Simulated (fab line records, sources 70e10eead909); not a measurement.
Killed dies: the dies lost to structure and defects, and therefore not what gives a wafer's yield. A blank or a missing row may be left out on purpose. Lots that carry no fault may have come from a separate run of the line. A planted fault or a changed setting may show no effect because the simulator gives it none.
The tool behind it: which one? | flow nandHarc | 24 lots, 72 wafers sampled, at 5 steps of a route of 1302

== WHAT THE GAUGES SHOWED, per wafer ==
NHARC_P_M1_OVL_MEAS_10: pitch 260 nm. Usual: overlayXNm 0.0 nm, standard deviation 0.93; overlayYNm 0.1 nm, standard deviation 0.8.
lot  | measured     | on         | overlayXNm (nm) | overlayYNm (nm) | flag
L074 | day 6 09:34  | overlay-02 | -0.6 -0.3 -0.6  | -1.3 -1.2 -1.5  | 
L075 | day 6 14:20  | overlay-01 | 0.9 0.7 0.0     | -0.5 -0.8 -0.5  | 
L076 | day 6 23:31  | overlay-02 | -0.7 -0.2 0.2   | -0.9 -1.0 -1.1  | 
L077 | day 7 10:08  | overlay-01 | 0.3 0.6 0.2     | 0.9 1.3 0.8     | 
L078 | day 8 04:19  | overlay-01 | -0.8 -0.3 -0.5  | 0.8 0.8 1.2     | 
L079 | day 8 07:26  | overlay-01 | -0.1 -0.4 0.0   | 0.1 0.6 0.3     | 
L080 | day 8 19:29  | overlay-02 | -0.4 -0.9 -0.8  | 0.2 0.1 0.0     | 
L081 | day 9 03:08  | overlay-01 | -0.1 -0.2 -0.3  | 0.6 0.2 0.0     | 
L082 | day 9 18:43  | overlay-02 | -0.3 -0.1 0.0   | 0.1 0.4 -0.7    | 
L083 | day 9 18:52  | overlay-02 | -0.3 -1.0 0.1   | -1.0 -0.7 -0.3  | 
L084 | day 10 14:49 | overlay-01 | 0.0 0.3 0.0     | 0.3 0.4 0.4     | 
L085 | day 11 02:54 | overlay-01 | -1.7 -1.8 -1.6  | 0.0 -0.1 -0.8   | 
L086 | day 11 05:17 | overlay-02 | -0.1 0.5 0.8    | -1.0 -1.7 -1.1  | 
L087 | day 11 15:35 | overlay-02 | 0.9 0.9 1.0     | 0.3 1.5 0.9     | 
L089 | day 12 06:19 | overlay-01 | 1.5 1.0 0.6     | 0.1 0.2 -0.7    | 
L088 | day 12 07:28 | overlay-01 | -0.3 0.1 -0.6   | -0.1 0.0 -0.7   | 
L090 | day 13 06:32 | overlay-02 | 0.1 0.5 0.0     | 0.7 0.4 0.2     | 
L091 | day 13 09:04 | overlay-01 | -0.8 -0.9 -1.1  | -0.4 0.4 0.0    | 
L092 | day 14 01:56 | overlay-02 | -2.8 -2.2 -2.0  | 1.0 1.0 0.9     | 
L093 | day 14 10:34 | overlay-01 | 0.7 0.8 0.7     | 0.4 0.6 0.4     | 
L095 | day 14 20:53 | overlay-02 | 0.8 0.2 0.3     | 1.7 1.1 2.0     | 
L094 | day 14 22:08 | overlay-01 | 1.9 1.8 1.8     | 0.8 0.8 1.1     | 
L096 | day 15 07:32 | overlay-01 | 1.7 1.8 1.7     | 0.1 -0.1 0.7    | 
L097 | day 15 21:46 | overlay-01 | -0.2 -0.6 -0.4  | -1.1 -0.9 -1.2  | 

NHARC_P_M2_CD_MEAS_09: target cd 170 nm. Usual: cdNm at 169.9 nm, with a standard deviation of 0.47.
lot  | measured     | on       | cdNm (nm)         | flag
L074 | day 6 13:38  | cdSem-01 | 170.8 170.7 170.3 | 
L075 | day 6 18:34  | cdSem-03 | 170.0 170.0 169.9 | 
L076 | day 7 03:40  | cdSem-02 | 169.7 169.7 169.5 | 
L077 | day 7 14:04  | cdSem-01 | 169.4 169.8 169.8 | 
L078 | day 8 08:16  | cdSem-01 | 169.6 169.9 170.0 | 
L079 | day 8 11:38  | cdSem-02 | 169.6 170.2 169.7 | 
L080 | day 8 23:24  | cdSem-03 | 170.1 169.8 169.1 | 
L081 | day 9 07:11  | cdSem-03 | 168.9 169.0 169.2 | 
L082 | day 9 22:40  | cdSem-01 | 170.5 170.1 169.8 | 
L083 | day 9 22:56  | cdSem-02 | 169.4 169.7 169.4 | 
L084 | day 10 19:19 | cdSem-03 | 169.8 170.1 169.5 | 
L085 | day 11 06:58 | cdSem-02 | 171.1 171.4 170.6 | 
L086 | day 11 09:25 | cdSem-01 | 170.1 170.2 170.4 | 
L087 | day 11 19:39 | cdSem-02 | 169.9 170.1 170.1 | 
L089 | day 12 10:28 | cdSem-01 | 170.2 169.9 169.9 | 
L088 | day 12 11:44 | cdSem-01 | 169.9 169.4 168.7 | 
L090 | day 13 10:46 | cdSem-01 | 170.4 170.5 170.1 | 
L091 | day 13 13:07 | cdSem-02 | 170.6 169.7 170.0 | 
L092 | day 14 06:08 | cdSem-03 | 169.9 169.9 170.0 | 
L093 | day 14 14:37 | cdSem-01 | 169.5 170.5 170.5 | 
L095 | day 15 00:57 | cdSem-01 | 170.0 170.3 169.8 | 
L094 | day 15 02:11 | cdSem-01 | 169.8 169.7 169.1 | 
L096 | day 15 11:46 | cdSem-03 | 169.6 169.7 169.3 | 
L097 | day 16 01:52 | cdSem-03 | 170.4 169.3 169.1 | 

== WHICH TOOL RAN EACH LOT (tool, then ch and the chambers of the sampled wafers, then the start) ==
lot  | NHARC_P_CONTACT_CMP_24        | NHARC_P_M0_DESCUM_14              | NHARC_P_M1_PRE_CLEAN_32
L074 | cmp-02 ch 1,3, day 6 04:23    | rieDiel-03 ch 0,1,2, day 6 05:44  | pecvd-02 ch 0,1,2, day 6 12:19
L075 | cmp-04 ch 0,1, day 6 08:50    | rieDiel-03 ch 2,3, day 6 10:18    | pecvd-02 ch 0,1,2, day 6 17:14
L076 | cmp-04 ch 0,2,3, day 6 18:07  | rieDiel-03 ch 0,1,3, day 6 19:35  | pecvd-03 ch 0,2, day 7 02:20
L077 | cmp-01 ch 0,3, day 7 04:47    | rieDiel-03 ch 1,2,3, day 7 06:19  | pecvd-03 ch 1,2, day 7 12:53
L078 | cmp-02 ch 0,1,3, day 7 23:02  | rieDiel-10 ch 2,3, day 8 00:22    | pecvd-03 ch 0,1,2, day 8 07:06
L079 | cmp-02 ch 0,3, day 8 02:00    | rieDiel-03 ch 2,3, day 8 03:28    | pecvd-01 ch 0,1,2, day 8 10:16
L080 | cmp-01 ch 0,1, day 8 14:16    | rieDiel-01 ch 0,1,2, day 8 15:40  | pecvd-01 ch 1,2, day 8 22:14
L081 | cmp-02 ch 0,1, day 8 21:25    | rieDiel-10 ch 2,3, day 8 22:54    | pecvd-01 ch 1,2, day 9 05:52
L082 | cmp-04 ch 0,1,3, day 9 12:37  | rieDiel-10 ch 0,2,3, day 9 14:07  | pecvd-02 ch 0,1,2, day 9 21:27
L083 | cmp-02 ch 0,1, day 9 13:01    | rieDiel-10 ch 2,3, day 9 14:40    | pecvd-03 ch 1,2, day 9 21:38
L084 | cmp-02 ch 0,2,3, day 10 09:14 | rieDiel-03 ch 0,1, day 10 10:35   | pecvd-01 ch 1,2, day 10 17:59
L085 | cmp-01 ch 0,3, day 10 21:41   | rieDiel-03 ch 0,2,3, day 10 23:02 | pecvd-02 ch 1,2, day 11 05:38
L086 | cmp-01 ch 0,1,2, day 11 00:03 | rieDiel-10 ch 1,2,3, day 11 01:25 | pecvd-03 ch 0,1,2, day 11 08:15
L087 | cmp-04 ch 0,3, day 11 09:36   | rieDiel-03 ch 2,3, day 11 11:06   | pecvd-02 ch 0,1,2, day 11 18:22
L089 | cmp-02 ch 0,3, day 12 01:02   | rieDiel-01 ch 0,1,3, day 12 02:25 | pecvd-02 ch 0,2, day 12 09:10
L088 | cmp-01 ch 1,2,3, day 12 02:01 | rieDiel-10 ch 0,2,3, day 12 03:23 | pecvd-03 ch 1,2, day 12 10:26
L090 | cmp-02 ch 0,2, day 13 00:52   | rieDiel-01 ch 0,2,3, day 13 02:22 | pecvd-03 ch 1, day 13 09:18
L091 | cmp-04 ch 0,2,3, day 13 03:20 | rieDiel-03 ch 0,1,2, day 13 04:51 | pecvd-02 ch 0,1,2, day 13 11:49
L092 | cmp-02 ch 1,2,3, day 13 20:31 | rieDiel-03 ch 0,1,2, day 13 21:59 | pecvd-02 ch 0,1,2, day 14 04:41
L093 | cmp-02 ch 0,2,3, day 14 04:57 | rieDiel-03 ch 0,3, day 14 06:44   | pecvd-03 ch 1,2, day 14 13:19
L095 | cmp-01 ch 0,1,2, day 14 15:28 | rieDiel-10 ch 0,1,3, day 14 16:56 | pecvd-01 ch 0,1,2, day 14 23:38
L094 | cmp-02 ch 1,3, day 14 16:20   | rieDiel-03 ch 0,1, day 14 18:02   | pecvd-01 ch 0,1,2, day 15 00:52
L096 | cmp-01 ch 0,1,3, day 15 02:08 | rieDiel-01 ch 1,2,3, day 15 03:35 | pecvd-03 ch 0,2, day 15 10:17
L097 | cmp-02 ch 0,2,3, day 15 16:10 | rieDiel-03 ch 0,2, day 15 17:32   | pecvd-01 ch 0,1,2, day 16 00:32
- NHARC_P_CONTACT_CMP_24: polishes, t overpolish 30 s, target thk 200 nm.
- NHARC_P_M0_DESCUM_14: chemistry O2, time 3 s.
- NHARC_P_M1_PRE_CLEAN_32: time 12 s.

== AS READ BY THE TOOLS THEMSELVES (means over the sampled wafers that have a number; for cases with no such wafer, the mark the record gives instead) ==
NHARC_P_CONTACT_CMP_24. Usual: motorCurrentA 12.4 A, standard deviation 0.75; overpolishRunS 30.000 s, standard deviation 0.0091; timeToEndpointS 38.2 s, standard deviation 2.6.
lot  | tool   | motorCurrentA (A) | overpolishRunS (s) | timeToEndpointS (s) | flag
L074 | cmp-02 | 12.1              | 29.999             | 36.5                | 
L075 | cmp-04 | 11.6              | 29.996             | 38.2                | 
L076 | cmp-04 | 12.9              | 29.996             | 43.1                | 
L077 | cmp-01 | 11.6              | 30.000             | 43.3                | 
L078 | cmp-02 | 12.4              | 30.002             | 36.2                | 
L079 | cmp-02 | 12.3              | 30.001             | 36.0                | 
L080 | cmp-01 | 13.4              | 30.007             | 41.3                | 
L081 | cmp-02 | 12.0              | 29.990             | 35.6                | 
L082 | cmp-04 | 12.2              | 29.994             | 36.1                | 
L083 | cmp-02 | 12.1              | 30.001             | 36.9                | 
L084 | cmp-02 | 12.3              | 29.999             | 36.5                | 
L085 | cmp-01 | 12.1              | 30.005             | 39.5                | 
L086 | cmp-01 | 12.8              | 30.003             | 38.0                | 
L087 | cmp-04 | 13.2              | 30.002             | 36.6                | 
L089 | cmp-02 | 11.7              | 29.992             | 39.4                | 
L088 | cmp-01 | 12.3              | 29.993             | 38.1                | 
L090 | cmp-02 | 12.8              | 30.000             | 36.0                | 
L091 | cmp-04 | 12.7              | 29.999             | 36.8                | 
L092 | cmp-02 | 12.2              | 30.008             | 39.0                | 
L093 | cmp-02 | 12.3              | 29.997             | 37.6                | 
L095 | cmp-01 | 12.8              | 30.000             | 38.9                | 
L094 | cmp-02 | 12.3              | 29.999             | 38.4                | 
L096 | cmp-01 | 12.3              | 30.006             | 38.5                | 
L097 | cmp-02 | 12.2              | 29.989             | 39.7                | 

NHARC_P_M0_DESCUM_14. Usual: drypumpMotorCurrentA 5.9 A, standard deviation 0.35; mfcArSccm 0.011 sccm, standard deviation 0.013; oesProductAu 1.002 a.u., standard deviation 0.0087; rfVppV 57.9 V, standard deviation 0.98; showerheadPlenumPTorr 1.94 Torr, standard deviation 0.098; throttleValvePct 11.311 %, standard deviation 0.0096.
lot  | tool       | drypumpMotorCurrentA (A) | mfcArSccm (sccm) | oesProductAu (a.u.) | rfVppV (V) | showerheadPlenumPTorr (Torr) | throttleValvePct (%) | flag
L074 | rieDiel-03 | 6.0                      | 0.010            | 0.993               | 58.9       | 1.88                         | 11.313               | 
L075 | rieDiel-03 | 6.1                      | 0.005            | 1.007               | 56.8       | 1.88                         | 11.317               | 
L076 | rieDiel-03 | 6.1                      | 0.015            | 1.000               | 57.3       | 1.96                         | 11.313               | 
L077 | rieDiel-03 | 6.2                      | 0.005            | 1.005               | 57.9       | 1.96                         | 11.312               | 
L078 | rieDiel-10 | 5.8                      | 0.008            | 1.009               | 58.5       | 1.99                         | 11.313               | 
L079 | rieDiel-03 | 6.1                      | 0.005            | 1.013               | 57.6       | 1.88                         | 11.318               | 
L080 | rieDiel-01 | 5.7                      | 0.014            | 0.997               | 59.2       | 1.99                         | 11.303               | 
L081 | rieDiel-10 | 5.9                      | 0.005            | 1.013               | 57.7       | 1.93                         | 11.299               | 
L082 | rieDiel-10 | 5.6                      | 0.006            | 1.010               | 57.5       | 1.95                         | 11.310               | 
L083 | rieDiel-10 | 5.8                      | 0.008            | 1.011               | 58.1       | 1.98                         | 11.302               | 
L084 | rieDiel-03 | 6.2                      | 0.010            | 0.991               | 57.6       | 1.96                         | 11.314               | 
L085 | rieDiel-03 | 5.9                      | 0.015            | 1.005               | 58.9       | 1.88                         | 11.304               | 
L086 | rieDiel-10 | 6.0                      | 0.004            | 1.008               | 58.3       | 1.96                         | 11.310               | 
L087 | rieDiel-03 | 6.0                      | 0.009            | 0.999               | 57.5       | 1.95                         | 11.306               | 
L089 | rieDiel-01 | 5.8                      | 0.026            | 0.995               | 57.7       | 1.99                         | 11.307               | 
L088 | rieDiel-10 | 5.6                      | 0.006            | 1.005               | 57.6       | 1.95                         | 11.318               | 
L090 | rieDiel-01 | 5.6                      | 0.029            | 1.006               | 58.1       | 1.95                         | 11.301               | 
L091 | rieDiel-03 | 6.0                      | 0.010            | 1.002               | 57.4       | 1.88                         | 11.302               | 
L092 | rieDiel-03 | 6.0                      | 0.010            | 1.002               | 57.0       | 1.88                         | 11.315               | 
L093 | rieDiel-03 | 6.0                      | 0.020            | 0.996               | 58.1       | 1.95                         | 11.312               | 
L095 | rieDiel-10 | 5.8                      | 0.002            | 0.996               | 58.4       | 1.92                         | 11.315               | 
L094 | rieDiel-03 | 5.9                      | 0.021            | 0.993               | 57.9       | 1.88                         | 11.312               | 
L096 | rieDiel-01 | 5.8                      | 0.019            | 0.999               | 57.7       | 1.98                         | 11.317               | 
L097 | rieDiel-03 | 5.8                      | 0.021            | 0.997               | 57.0       | 1.80                         | 11.307               | 

NHARC_P_M1_PRE_CLEAN_32. Usual: heaterPowerW at 643 W, with a standard deviation of 100.
lot  | tool     | heaterPowerW (W) | flag
L074 | pecvd-02 | 713              | 
L075 | pecvd-02 | 744              | 
L076 | pecvd-03 | 652              | 
L077 | pecvd-03 | 545              | 
L078 | pecvd-03 | 583              | 
L079 | pecvd-01 | 587              | 
L080 | pecvd-01 | 598              | 
L081 | pecvd-01 | 616              | 
L082 | pecvd-02 | 703              | 
L083 | pecvd-03 | 622              | 
L084 | pecvd-01 | 607              | 
L085 | pecvd-02 | 609              | 
L086 | pecvd-03 | 625              | 
L087 | pecvd-02 | 746              | 
L089 | pecvd-02 | 842              | 
L088 | pecvd-03 | 650              | 
L090 | pecvd-03 | 638              | 
L091 | pecvd-02 | 719              | 
L092 | pecvd-02 | 727              | 
L093 | pecvd-03 | 560              | 
L095 | pecvd-01 | 599              | 
L094 | pecvd-01 | 597              | 
L096 | pecvd-03 | 629              | 
L097 | pecvd-01 | 598              | 

== THE ANSWER, worked out from the rows above alone ==
Rule: take the mean of a lot's wafers that have a number; if it is more than 3 standard deviations from the usual mean, the lot is off. A lot without any number at a reading at which 4 lots or more have one is off too. Any other lot the step has rows for is counted as sound. First the gauges in route order, then the tools' own readings, where a lot's mean is used as printed above. The first step at which some lot is off is used, and at that step the reading that is off furthest; a lot without a number counts as furthest.
Across all readings shown, no lot is off: no conclusion can be drawn from this.

== WHAT THE SIMULATOR PUT IN ==
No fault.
